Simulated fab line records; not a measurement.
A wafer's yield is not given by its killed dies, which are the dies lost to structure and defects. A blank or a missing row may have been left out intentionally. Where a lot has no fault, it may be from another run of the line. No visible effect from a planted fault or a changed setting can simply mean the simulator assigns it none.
Which of the tools did it? | flow nand harc | 12 lots with 36 wafers sampled at 3 steps, on a route of 1159 steps

WHAT THE GAUGES READ, wafer by wafer
NHARC_A_STAIRCASE_INSPECT_155.
lot  | measured     | on                | raw defect count
L074 | day 13 04:04 | defect inspect-01 | 276 330 195
L076 | day 14 06:36 | defect inspect-01 | 436 575 588
L079 | day 14 16:46 | defect inspect-02 | 415 365 440
L081 | day 15 23:05 | defect inspect-02 | 272 214 247
L082 | day 16 06:08 | defect inspect-01 | 375 371 398
L088 | day 17 02:58 | defect inspect-02 | 177 176 254
L087 | day 17 03:19 | defect inspect-01 | 448 287 213
L089 | day 17 10:47 | defect inspect-02 | 280 239 287
L092 | day 17 18:15 | defect inspect-01 | 694 491 399
L093 | day 18 05:04 | defect inspect-01 | 272 432 423
L095 | day 19 01:25 | defect inspect-02 | 271 267 299
L097 | day 19 05:17 | defect inspect-01 | 494 499 305

WHICH TOOL RAN EACH LOT (tool, then ch and the chambers of the sampled wafers, then the start)
lot  | NHARC_A_STAIRCASE_STRIP_446          | NHARC_A_STAIRCASE_DEP_471
L074 | plasma asher-01 ch 0,1, day 13 01:29 | pecvd-03 ch 0,1,2, day 13 03:28
L076 | plasma asher-01 ch 0,1, day 14 03:52 | pecvd-04 ch 1,2, day 14 05:59
L079 | plasma asher-02 ch 0,1, day 14 14:03 | pecvd-02 ch 0,1,2, day 14 16:12
L081 | plasma asher-02 ch 0,1, day 15 20:31 | pecvd-04 ch 0,1,2, day 15 22:29
L082 | plasma asher-01 ch 0,1, day 16 03:32 | pecvd-04 ch 0,1,2, day 16 05:32
L088 | plasma asher-01 ch 0,1, day 16 23:41 | pecvd-03 ch 1,2, day 17 02:22
L087 | plasma asher-01 ch 0,1, day 17 00:20 | pecvd-03 ch 0,1,2, day 17 02:47
L089 | plasma asher-01 ch 0,1, day 17 08:03 | pecvd-02 ch 1,2, day 17 10:10
L092 | plasma asher-01 ch 0,1, day 17 15:39 | pecvd-03 ch 0,1,2, day 17 17:38
L093 | plasma asher-01 ch 0,1, day 18 02:23 | pecvd-02 ch 1,2, day 18 04:29
L095 | plasma asher-01 ch 0,1, day 18 22:48 | pecvd-04 ch 0,1,2, day 19 00:49
L097 | plasma asher-02 ch 0,1, day 19 02:45 | pecvd-03 ch 0,2, day 19 04:44
- NHARC_A_STAIRCASE_STRIP_446: strips in O2.
- NHARC_A_STAIRCASE_DEP_471: deposits SiO2, target thk 100 nm.

THE ANSWER, worked out from the rows above alone
Rule: usual is defined by the lots themselves. The widest of any qualifying gaps counts: lots, ordered by their means at a reading, are off when they make up no more than a third of the lots, leave a main group of 4 or more, and stand apart from it by 3 or more times the standard deviation of that group's means. A main group whose means are all the same, to the digits that the tables above print for the reading, isn't used. Also off: a lot with no number at a reading for which 4 or more lots have one. Where the step has rows for the other lots, those lots are counted as sound.
Across all readings shown, no lot is off: no conclusion can be drawn from this.

WHAT THE SIMULATOR HAD PUT IN
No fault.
